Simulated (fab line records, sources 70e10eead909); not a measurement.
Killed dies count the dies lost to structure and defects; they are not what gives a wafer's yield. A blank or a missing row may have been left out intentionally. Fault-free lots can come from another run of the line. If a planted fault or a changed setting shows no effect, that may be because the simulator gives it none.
Matching of chambers	flow nand_harc	NHARC_A_CHANNEL_FILL_D2_CMP_10 on cmp-04 has 4 sister chambers
The step polishes, target thk 150 nm. 4 wafers are shown with their chamber, then 10 later ones without.

WAFERS WITH THEIR CHAMBER
wafer	chamber	motor_current_A (A)
L079.5	0	11.4
L082.5	1	12.0
L085.3	3	11.4
L085.5	2	12.5

WAFERS MISSING THEIR CHAMBER
wafer	motor_current_A (A)
L085.6	10.8
L088.3	10.9
L088.5	12.0
L088.6	11.5
L094.2	13.0
L094.4	12.3
L094.5	12.3
L097.1	11.5
L097.2	13.0
L097.3	11.4

EACH ONE'S CHAMBER
wafer	from the rows above	in truth
L085.6	can't be placed: 0 or 3 or 1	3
L088.3	can't be placed: 0 or 3 or 1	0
L088.5	can't be placed: 1 or 2 or 0 or 3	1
L088.6	can't be placed: 0 or 3 or 1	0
L094.2	can't be placed: 2 or 1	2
L094.4	can't be placed: 2 or 1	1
L094.5	can't be placed: 2 or 1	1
L097.1	can't be placed: 0 or 3 or 1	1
L097.2	can't be placed: 2 or 1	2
L097.3	can't be placed: 0 or 3 or 1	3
0 of 10 placed correctly. Cannot be placed on the basis of these rows: 10; the candidates contain the true chamber in 10. Placed wrongly: 0.
How it was worked out, from the rows above alone: a wafer's distance from a chamber is the root of the sum, over the readings, of the square of ((its reading less the chamber's mean) divided by the reading's scatter). If the next closest chamber is less than 2 further off than the closest, the wafer can't be placed; otherwise it belongs to the closest. A chamber's mean is the mean of its shown wafers. The scatter: with one shown wafer a chamber, the root of the mean of the squares of how far each hidden wafer lies from its nearest shown one.
